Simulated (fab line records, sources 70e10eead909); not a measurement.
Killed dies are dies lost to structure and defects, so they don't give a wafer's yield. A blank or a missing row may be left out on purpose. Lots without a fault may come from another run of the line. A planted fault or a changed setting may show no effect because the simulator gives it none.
fab line records | flow nand_harc | part 1 of 2: steps 1 to 15 of 27
record lots=5 wafers=15 last_day=32
route steps=1302 shown A_STAIRCASE@702
lots that met no fault: from a run of the same line without faults
start_h: hours from the record's first day to the start of the lot's first wafer shown | wait_h: hours since the lot's step before | " the same as in the row above | L1.1+2: a row that stands for several wafers | - no value, or no start given | * or withheld: withheld | < > ~ a bound
route shown NAME@n: a module of which the file shows steps, and the number in the route of the first | usual: mean/standard deviation of fault-free wafers | same: alike in all rows | chamber/n: place in a boat | sites: the reading at each site | _std_site: their standard deviation | _edge_site: outer sites' mean less inner sites' | radius_mm: how far each site lies from the wafer's centre | mask NAME#n: copy n | behind: the tool/chamber that last shaped the wafer | hold: why the lot was held/for how many hours/how that ended | device: the transistor (n, p or np) that didn't switch | end of line: the same wafers' tests at the end of the route | a step without rows: its recipe alone | killed: dies lost to structure and defects at the first sort, not the wafer's yield | map: a wafer's dies, x killed, . not, _ none there
set.NAME: the setting as run; set.NAME@STEP: as run at that earlier step | model.NAME: the simulator's own value behind a step, which no gauge read
lots at some steps of the route; a table a step, a row a wafer
services: from which hour (start_h, from the record's first day; less than 0 if before it) a tool's chamber was out of use, for how many hours, and why
## steps
# step NHARC_A_STAIRCASE_ETCH_188
# recipe target_depth_a=1000 time_s=40.5 ion_energy_ev=400 c4f8_flow_sccm=20 o2_flow_sccm=10 ar_flow_sccm=withheld rf_w=600 bias_w=1000 chemistry=C4F8/O2
# usual oes_product_au=0.941/0.013 rf_vpp_V=898/6.3
# columns lot.wafer tool chamber start_h wait_h oes_product_au rf_hours_counter_h rf_vpp_V
L074.3 rie_diel-11 1 - - 0.964 23 899
L074.1 " 0 " " 0.952 23 904
L074.5 " 1 " " 0.948 - 898
L076.1 rie_diel-02 3 - - 0.967 51 896
L076.4 " 1 " " 0.945 43 904
L076.6 " 0 " " 0.940 - 887
L075.3 rie_diel-11 3 - - 0.927 29 889
L075.1 " 2 " " 0.941 29 888
L075.5 " 3 " " 0.921 - 890
L081.4 rie_diel-11 0 - - 0.937 46 902
L081.2 " 3 " " 0.925 50 889
L081.5 " 0 " " 0.939 - 903
L096.4 rie_diel-10 2 - - 0.963 54 904
L096.3 " 0 " " 0.951 51 899
L096.1 " 1 " " 0.967 53 889
# step NHARC_A_STAIRCASE_TRIM_189
# recipe time_s=211.2 o2_flow_sccm=500 ar_flow_sccm=0 bias_w=0 chemistry=O2
# usual drypump_motor_current_A=5.8/0.49 o2_flow_sccm=500.2/1.5 oes_product_au=0.999/0.0097 rf_vpp_V=57.8/0.92 showerhead_plenum_p_Torr=3.57/0.17 throttle_valve_pct=17.036/0.0086
# columns lot.wafer tool chamber start_h wait_h drypump_motor_current_A o2_flow_sccm oes_product_au rf_hours_counter_h rf_vpp_V showerhead_plenum_p_Torr throttle_valve_pct
L074.3 rie_diel-11 3 - - 6.3 499.9 0.992 26 58.8 3.37 17.034
L074.1 " 1 " " 5.4 500.0 1.006 23 58.7 3.62 17.056
L074.5 " 3 " " 6.3 498.9 0.991 - 57.0 3.37 17.033
L076.4 rie_diel-02 2 - - 6.3 497.3 0.989 50 57.5 3.65 17.035
L076.1 " 3 " " 5.3 502.3 1.006 51 58.3 3.51 17.023
L076.6 " 0 " " 6.0 499.9 0.991 - 57.3 3.34 17.037
L075.3 rie_diel-11 3 - - 6.3 500.1 0.982 29 57.4 3.37 17.021
L075.1 " 1 " " 5.4 501.2 1.005 26 57.9 3.62 17.038
L075.5 " 3 " " 6.3 498.4 0.985 - 57.8 3.37 17.042
L081.2 rie_diel-11 2 - - 6.1 501.2 1.002 53 56.3 3.27 17.036
L081.4 " 3 " " 6.3 502.8 0.987 50 56.2 3.36 17.023
L081.5 " 2 " " 6.0 498.4 1.006 - 57.3 3.27 17.030
L096.3 rie_diel-10 3 - - 6.7 499.9 1.003 42 58.9 3.63 17.034
L096.4 " 0 " " 5.5 497.5 0.997 51 55.6 3.61 17.043
L096.1 " 1 " " 6.5 501.4 1.000 53 57.0 3.36 17.019
# step NHARC_A_STAIRCASE_ETCH_190
# recipe target_depth_a=1000 time_s=40.5 ion_energy_ev=400 c4f8_flow_sccm=20 o2_flow_sccm=10 ar_flow_sccm=withheld rf_w=600 bias_w=1000 chemistry=C4F8/O2
# usual oes_product_au=0.941/0.012 rf_vpp_V=897/6.3
# columns lot.wafer tool chamber start_h wait_h oes_product_au rf_hours_counter_h rf_vpp_V
L074.1 rie_diel-11 3 - - 0.919 26 890
L074.3 " 1 " " 0.943 23 900
L074.5 " 0 " " 0.941 - 903
L076.1 rie_diel-02 1 - - 0.927 43 904
L076.4 " 3 " " 0.967 51 895
L076.6 " 0 " " 0.931 - 888
L075.3 rie_diel-11 1 - - 0.928 26 899
L075.1 " 2 " " 0.940 30 886
L075.5 " 1 " " 0.939 - 900
L081.4 rie_diel-11 1 - - 0.949 50 899
L081.2 " 2 " " 0.949 53 887
L081.5 " 1 " " 0.947 - 898
L096.3 rie_diel-10 0 - - 0.941 51 898
L096.4 " 2 " " 0.954 54 905
L096.1 " 3 " " 0.940 43 900
# step NHARC_A_STAIRCASE_TRIM_191
# recipe time_s=211.2 o2_flow_sccm=500 ar_flow_sccm=0 bias_w=0 chemistry=O2
# usual drypump_motor_current_A=5.8/0.5 o2_flow_sccm=499.9/1.6 oes_product_au=1.000/0.011 rf_vpp_V=57.9/0.96 showerhead_plenum_p_Torr=3.58/0.17 throttle_valve_pct=17.036/0.0087
# columns lot.wafer tool chamber start_h wait_h drypump_motor_current_A o2_flow_sccm oes_product_au rf_hours_counter_h rf_vpp_V showerhead_plenum_p_Torr throttle_valve_pct
L074.3 rie_diel-11 1 - - 5.4 500.2 0.990 23 56.7 3.62 17.023
L074.1 " 2 " " 6.0 498.0 1.015 26 58.0 3.28 17.051
L074.5 " 1 " " 5.4 498.3 0.992 - 56.7 3.62 17.042
L076.4 rie_diel-02 3 - - 5.3 497.7 1.011 51 58.4 3.51 17.028
L076.1 " 0 " " 6.0 498.9 0.979 45 55.6 3.34 17.039
L076.6 " 1 " " 5.3 501.5 0.989 - 57.4 3.74 17.041
L075.3 rie_diel-11 0 - - 5.3 499.3 1.018 25 58.9 3.74 17.031
L075.1 " 3 " " 6.2 495.6 1.003 29 58.6 3.37 17.029
L075.5 " 0 " " 5.4 500.3 1.005 - 57.9 3.74 17.025
L081.2 rie_diel-11 0 - - 5.4 496.3 1.006 47 58.7 3.73 17.032
L081.4 " 3 " " 6.2 499.4 1.001 50 57.8 3.36 17.037
L081.5 " 1 " " 5.4 501.4 1.018 - 59.7 3.61 17.043
L096.4 rie_diel-10 2 - - 5.1 500.3 1.007 54 58.8 3.78 17.047
L096.1 " 3 " " 6.8 500.5 1.010 43 57.4 3.63 17.033
L096.3 " 0 " " 5.5 500.7 1.011 51 57.9 3.61 17.043
# step NHARC_A_STAIRCASE_ETCH_192
# recipe target_depth_a=1000 time_s=40.5 ion_energy_ev=400 c4f8_flow_sccm=20 o2_flow_sccm=10 ar_flow_sccm=withheld rf_w=600 bias_w=1000 chemistry=C4F8/O2
# usual oes_product_au=0.943/0.011 rf_vpp_V=897/6.3
# columns lot.wafer tool chamber start_h wait_h oes_product_au rf_hours_counter_h rf_vpp_V
L074.1 rie_diel-11 3 - - 0.928 26 890
L074.3 " 0 " " 0.949 23 903
L074.5 " 2 " " 0.940 - 886
L076.4 rie_diel-02 3 - - 0.963 51 897
L076.1 " 1 " " 0.937 43 903
L076.6 " 3 " " 0.963 - 896
L075.1 rie_diel-11 0 - - 0.955 25 903
L075.3 " 2 " " 0.960 30 888
L075.5 " 0 " " 0.951 - 902
L081.2 rie_diel-11 2 - - 0.961 53 885
L081.4 " 0 " " 0.939 47 903
L081.5 " 2 " " 0.944 - 886
L096.1 rie_diel-10 3 - - 0.936 43 898
L096.3 " 0 " " 0.939 51 898
L096.4 " 1 " " 0.963 53 888
# step NHARC_A_STAIRCASE_TRIM_193
# recipe time_s=211.2 o2_flow_sccm=500 ar_flow_sccm=0 bias_w=0 chemistry=O2
# usual drypump_motor_current_A=5.8/0.49 o2_flow_sccm=499.9/1.5 oes_product_au=1.000/0.0096 rf_vpp_V=57.9/0.93 showerhead_plenum_p_Torr=3.58/0.17 throttle_valve_pct=17.037/0.0099
# columns lot.wafer tool chamber start_h wait_h drypump_motor_current_A o2_flow_sccm oes_product_au rf_hours_counter_h rf_vpp_V showerhead_plenum_p_Torr throttle_valve_pct
L074.1 rie_diel-11 3 - - 6.3 500.5 0.999 27 57.3 3.37 17.030
L074.3 " 2 " " 6.1 498.1 1.007 27 57.1 3.28 17.041
L074.5 " 3 " " 6.3 499.8 1.001 - 57.5 3.37 17.055
L076.4 rie_diel-02 0 - - 6.0 499.3 0.992 45 56.9 3.34 17.024
L076.1 " 3 " " 5.3 496.9 1.013 51 58.6 3.51 17.046
L076.6 " 0 " " 6.0 500.7 0.986 - 56.5 3.34 17.027
L075.1 rie_diel-11 2 - - 6.0 498.7 1.005 30 57.8 3.28 17.050
L075.3 " 3 " " 6.3 500.0 0.982 29 58.8 3.37 17.029
L075.5 " 0 " " 5.4 502.6 0.995 - 57.3 3.74 17.046
L081.2 rie_diel-11 0 - - 5.4 499.4 1.000 47 58.2 3.73 17.053
L081.4 " 1 " " 5.4 500.0 0.999 50 57.7 3.61 17.017
L081.5 " 0 " " 5.4 499.1 1.002 - 59.6 3.73 17.040
L096.1 rie_diel-10 2 - - 5.1 500.5 1.008 54 59.2 3.78 17.051
L096.4 " 0 " " 5.5 502.9 0.992 51 57.6 3.61 17.037
L096.3 " 1 " " 6.5 502.8 0.999 53 57.4 3.36 17.033
# step NHARC_A_STAIRCASE_ETCH_194
# recipe target_depth_a=1000 time_s=40.5 ion_energy_ev=400 c4f8_flow_sccm=20 o2_flow_sccm=10 ar_flow_sccm=withheld rf_w=600 bias_w=1000 chemistry=C4F8/O2
# usual oes_product_au=0.944/0.011 rf_vpp_V=898/6.3
# columns lot.wafer tool chamber start_h wait_h oes_product_au rf_hours_counter_h rf_vpp_V
L074.1 rie_diel-11 0 - - 0.942 24 904
L074.3 " 2 " " 0.969 27 887
L074.5 " 1 " " 0.954 - 899
L076.4 rie_diel-02 1 - - 0.930 43 905
L076.1 " 2 " " 0.949 51 901
L076.6 " 1 " " 0.932 - 903
L075.3 rie_diel-11 1 - - 0.936 26 900
L075.1 " 2 " " 0.951 30 887
L075.5 " 2 " " 0.948 - 887
L081.4 rie_diel-11 1 - - 0.943 50 899
L081.2 " 3 " " 0.925 51 890
L081.5 " 1 " " 0.953 - 899
L096.3 rie_diel-10 0 - - 0.960 51 898
L096.1 " 2 " " 0.952 54 905
L096.4 " 3 " " 0.947 43 901
# step NHARC_A_STAIRCASE_TRIM_196
# recipe time_s=211.2 o2_flow_sccm=500 ar_flow_sccm=0 bias_w=0 chemistry=O2
# usual drypump_motor_current_A=5.8/0.52 o2_flow_sccm=499.9/1.5 oes_product_au=0.998/0.011 rf_vpp_V=57.8/0.92 showerhead_plenum_p_Torr=3.55/0.17 throttle_valve_pct=17.036/0.0094
# columns lot.wafer tool chamber start_h wait_h drypump_motor_current_A o2_flow_sccm oes_product_au rf_hours_counter_h rf_vpp_V showerhead_plenum_p_Torr throttle_valve_pct
L074.3 rie_diel-10 3 356.72 0.1 6.8 498.2 0.994 39 57.8 3.67 17.022
L074.1 " 0 " " 5.5 498.7 1.001 40 58.7 3.65 17.047
L074.5 " 3 " " 6.8 500.0 0.992 - 57.3 3.67 17.036
L076.4 rie_diel-02 3 366.49 0.1 5.3 499.5 1.005 51 58.4 3.51 17.047
L076.1 " 1 " " 5.3 500.0 0.989 43 58.4 3.74 17.034
L076.6 " 0 " " 6.0 501.6 0.970 - 57.1 3.34 17.037
L075.3 rie_diel-11 2 366.76 0.1 6.1 498.1 1.005 30 59.4 3.28 17.049
L075.1 " 0 " " 5.4 501.0 1.002 26 57.8 3.74 17.018
L075.5 " 3 " " 6.3 500.1 0.982 - 58.1 3.37 17.027
L081.2 rie_diel-11 3 428.30 0.1 6.2 499.5 0.999 51 57.0 3.36 17.037
L081.4 " 2 " " 6.1 500.1 1.012 54 56.4 3.27 17.032
L081.5 " 0 " " 5.4 500.0 1.009 - 58.1 3.73 17.043
L096.4 rie_diel-10 3 576.14 0.2 6.7 500.3 1.002 43 57.4 3.63 17.029
L096.1 " 0 " " 5.5 499.1 0.996 51 57.5 3.61 17.036
L096.3 " 1 " " 6.5 499.6 1.014 53 56.8 3.36 17.033
# step NHARC_A_STAIRCASE_ETCH_197
# recipe target_depth_a=1000 time_s=40.5 ion_energy_ev=400 c4f8_flow_sccm=20 o2_flow_sccm=10 ar_flow_sccm=withheld rf_w=600 bias_w=1000 chemistry=C4F8/O2
# usual oes_product_au=0.948/0.017 rf_vpp_V=898/6.1
# columns lot.wafer tool chamber start_h wait_h oes_product_au rf_hours_counter_h rf_vpp_V
L074.3 rie_diel-10 2 - - 0.957 35 886
L074.1 " 3 " " 0.964 39 901
L074.5 " 2 " " 0.969 - 888
L076.4 rie_diel-02 3 - - 0.961 52 895
L076.1 " 0 " " 0.930 45 888
L076.6 " 2 " " 0.947 - 902
L075.1 rie_diel-11 0 - - 0.945 26 903
L075.3 " 2 " " 0.952 30 886
L075.5 " 1 " " 0.955 - 899
L081.4 rie_diel-11 1 - - 0.950 50 898
L081.2 " 2 " " 0.949 54 885
L081.5 " 3 " " 0.932 - 889
L096.4 rie_diel-10 1 - - 0.941 53 889
L096.1 " 2 " " 0.927 54 906
L096.3 " 3 " " 0.935 43 900
# step NHARC_A_STAIRCASE_TRIM_198
# recipe time_s=211.2 o2_flow_sccm=500 ar_flow_sccm=0 bias_w=0 chemistry=O2
# usual drypump_motor_current_A=5.8/0.51 o2_flow_sccm=500.2/1.4 oes_product_au=0.999/0.011 rf_vpp_V=57.9/0.87 showerhead_plenum_p_Torr=3.56/0.17 throttle_valve_pct=17.036/0.0097
# columns lot.wafer tool chamber start_h wait_h drypump_motor_current_A o2_flow_sccm oes_product_au rf_hours_counter_h rf_vpp_V showerhead_plenum_p_Torr throttle_valve_pct
L074.3 rie_diel-10 1 - - 6.5 498.7 1.019 36 58.1 3.40 17.024
L074.1 " 2 " " 5.2 501.0 1.009 35 56.9 3.29 17.030
L074.5 " 2 " " 5.2 497.9 1.002 - 58.0 3.29 17.012
L076.1 rie_diel-02 3 - - 5.3 502.3 1.011 52 58.4 3.51 17.026
L076.4 " 0 " " 6.0 500.2 0.986 45 55.8 3.34 17.022
L076.6 " 1 " " 5.4 502.2 0.991 - 57.7 3.74 17.026
L075.1 rie_diel-11 0 - - 5.4 499.8 1.008 26 60.2 3.74 17.030
L075.3 " 1 " " 5.4 502.2 0.996 27 58.2 3.62 17.029
L075.5 " 0 " " 5.4 501.5 1.007 - 58.8 3.74 17.034
L081.2 rie_diel-11 3 - - 6.3 500.3 0.989 51 57.5 3.35 17.027
L081.4 " 0 " " 5.4 501.0 1.001 47 59.2 3.73 17.046
L081.5 " 2 " " 6.1 499.2 1.012 - 56.9 3.27 17.016
L096.1 rie_diel-10 3 - - 6.7 499.9 1.020 43 56.6 3.63 17.031
L096.4 " 0 " " 5.5 500.6 1.008 52 57.4 3.61 17.022
L096.3 " 2 " " 5.1 499.6 1.001 55 58.1 3.78 17.032
# step NHARC_A_STAIRCASE_ETCH_199
# recipe target_depth_a=1000 time_s=40.5 ion_energy_ev=400 c4f8_flow_sccm=20 o2_flow_sccm=10 ar_flow_sccm=withheld rf_w=600 bias_w=1000 chemistry=C4F8/O2
# usual oes_product_au=0.944/0.012 rf_vpp_V=897/6
# columns lot.wafer tool chamber start_h wait_h oes_product_au rf_hours_counter_h rf_vpp_V
L074.3 rie_diel-10 2 - - 0.943 36 888
L074.1 " 0 " " 0.971 40 900
L074.5 " 3 " " 0.964 - 901
L076.1 rie_diel-02 3 - - 0.951 52 895
L076.4 " 0 " " 0.933 45 890
L076.6 " 1 " " 0.937 - 904
L075.1 rie_diel-11 2 - - 0.962 30 886
L075.3 " 3 " " 0.941 29 891
L075.5 " 1 " " 0.951 - 899
L081.2 rie_diel-11 2 - - 0.957 54 885
L081.4 " 0 " " 0.958 47 903
L081.5 " 1 " " 0.943 - 899
L096.1 rie_diel-10 2 - - 0.946 55 904
L096.4 " 3 " " 0.942 44 901
L096.3 " 0 " " 0.932 53 899
# step NHARC_A_STAIRCASE_TRIM_200
# recipe time_s=211.2 o2_flow_sccm=500 ar_flow_sccm=0 bias_w=0 chemistry=O2
# usual drypump_motor_current_A=5.8/0.5 o2_flow_sccm=500.1/1.5 oes_product_au=0.998/0.01 rf_vpp_V=57.9/0.96 showerhead_plenum_p_Torr=3.56/0.16 throttle_valve_pct=17.035/0.0089
# columns lot.wafer tool chamber start_h wait_h drypump_motor_current_A o2_flow_sccm oes_product_au rf_hours_counter_h rf_vpp_V showerhead_plenum_p_Torr throttle_valve_pct
L074.3 rie_diel-10 0 - - 5.5 501.5 1.016 40 59.2 3.65 17.028
L074.1 " 2 " " 5.1 501.0 0.996 36 57.9 3.29 17.043
L074.5 " 0 " " 5.5 497.5 1.010 - 59.8 3.65 17.028
L076.1 rie_diel-02 0 - - 6.0 500.3 0.987 45 57.1 3.34 17.046
L076.4 " 2 " " 6.3 501.4 0.987 51 58.9 3.65 17.051
L076.6 " 0 " " 6.0 500.7 0.980 - 56.6 3.34 17.031
L075.3 rie_diel-11 0 - - 5.4 501.1 1.002 26 59.2 3.74 17.046
L075.1 " 1 " " 5.4 500.8 0.995 27 57.8 3.62 17.020
L075.5 " 3 " " 6.3 501.2 0.989 - 57.2 3.37 17.045
L081.4 rie_diel-11 0 - - 5.4 502.8 0.998 48 59.1 3.73 17.035
L081.2 " 1 " " 5.4 499.1 1.007 50 58.3 3.61 17.042
L081.5 " 3 " " 6.3 497.8 0.996 - 58.4 3.35 17.040
L096.4 rie_diel-10 2 - - 5.1 502.8 1.007 55 57.1 3.78 17.025
L096.3 " 3 " " 6.7 497.9 1.002 44 58.5 3.63 17.039
L096.1 " 0 " " 5.5 498.9 1.007 53 56.6 3.61 17.039
# step NHARC_A_STAIRCASE_ETCH_201
# recipe target_depth_a=1000 time_s=40.5 ion_energy_ev=400 c4f8_flow_sccm=20 o2_flow_sccm=10 ar_flow_sccm=withheld rf_w=600 bias_w=1000 chemistry=C4F8/O2
# usual oes_product_au=0.942/0.012 rf_vpp_V=897/6.1
# columns lot.wafer tool chamber start_h wait_h oes_product_au rf_hours_counter_h rf_vpp_V
L074.3 rie_diel-10 3 - - 0.946 39 903
L074.1 " 2 " " 0.952 36 888
L074.5 " 0 " " 0.969 - 901
L076.4 rie_diel-02 2 - - 0.951 51 901
L076.1 " 1 " " 0.960 43 905
L076.6 " 2 " " 0.952 - 900
L075.1 rie_diel-11 3 - - 0.926 29 890
L075.3 " 0 " " 0.943 26 903
L075.5 " 0 " " 0.939 - 903
L081.2 rie_diel-11 2 - - 0.946 54 885
L081.4 " 1 " " 0.962 50 899
L081.5 " 3 " " 0.941 - 890
L096.3 rie_diel-10 0 - - 0.925 53 899
L096.1 " 2 " " 0.925 55 906
L096.4 " 3 " " 0.935 44 900
# step NHARC_A_STAIRCASE_TRIM_202
# recipe time_s=211.2 o2_flow_sccm=500 ar_flow_sccm=0 bias_w=0 chemistry=O2
# usual drypump_motor_current_A=5.8/0.52 o2_flow_sccm=500.2/1.4 oes_product_au=1.000/0.011 rf_vpp_V=57.8/0.9 showerhead_plenum_p_Torr=3.56/0.17 throttle_valve_pct=17.037/0.0088
# columns lot.wafer tool chamber start_h wait_h drypump_motor_current_A o2_flow_sccm oes_product_au rf_hours_counter_h rf_vpp_V showerhead_plenum_p_Torr throttle_valve_pct
L074.3 rie_diel-10 3 - - 6.7 498.2 1.006 39 57.8 3.67 17.049
L074.1 " 1 " " 6.5 499.0 1.008 36 58.8 3.40 17.029
L074.5 " 2 " " 5.1 498.4 1.014 - 57.3 3.29 17.020
L076.1 rie_diel-02 1 - - 5.3 500.9 1.002 43 60.0 3.74 17.029
L076.4 " 2 " " 6.3 501.0 0.992 51 57.4 3.65 17.030
L076.6 " 0 " " 6.0 501.6 0.989 - 55.9 3.34 17.031
L075.1 rie_diel-11 1 - - 5.4 498.7 0.997 27 57.4 3.62 17.037
L075.3 " 2 " " 6.1 499.7 1.001 30 57.4 3.28 17.032
L075.5 " 1 " " 5.4 499.5 1.001 - 57.2 3.62 17.045
L081.2 rie_diel-11 3 - - 6.3 501.7 0.999 51 58.1 3.35 17.034
L081.4 " 2 " " 6.1 499.2 1.015 54 56.6 3.27 17.028
L081.5 " 3 " " 6.3 501.7 0.997 - 57.2 3.36 17.030
L096.4 rie_diel-10 2 - - 5.1 498.1 1.010 59 58.2 3.77 17.023
L096.3 " 3 " " 6.7 499.6 0.998 48 58.5 3.63 17.036
L096.1 " 1 " " 6.5 498.8 1.009 57 57.0 3.36 17.035
# step NHARC_A_STAIRCASE_ETCH_203
# recipe target_depth_a=1000 time_s=40.5 ion_energy_ev=400 c4f8_flow_sccm=20 o2_flow_sccm=10 ar_flow_sccm=withheld rf_w=600 bias_w=1000 chemistry=C4F8/O2
# usual oes_product_au=0.944/0.011 rf_vpp_V=897/6.1
# columns lot.wafer tool chamber start_h wait_h oes_product_au rf_hours_counter_h rf_vpp_V
L074.1 rie_diel-10 2 - - 0.951 36 888
L074.3 " 3 " " 0.947 39 901
L074.5 " 2 " " 0.951 - 887
L076.4 rie_diel-02 3 - - 0.952 52 895
L076.1 " 1 " " 0.947 44 903
L076.6 " 3 " " 0.956 - 896
L075.1 rie_diel-11 2 - - 0.954 30 887
L075.3 " 3 " " 0.944 29 890
L075.5 " 3 " " 0.926 - 890
L081.4 rie_diel-11 3 - - 0.936 51 889
L081.2 " 0 " " 0.937 48 902
L081.5 " 2 " " 0.943 - 887
L096.4 rie_diel-10 1 - - 0.964 57 890
L096.3 " 3 " " 0.941 48 899
L096.1 " 0 " " 0.944 55 899
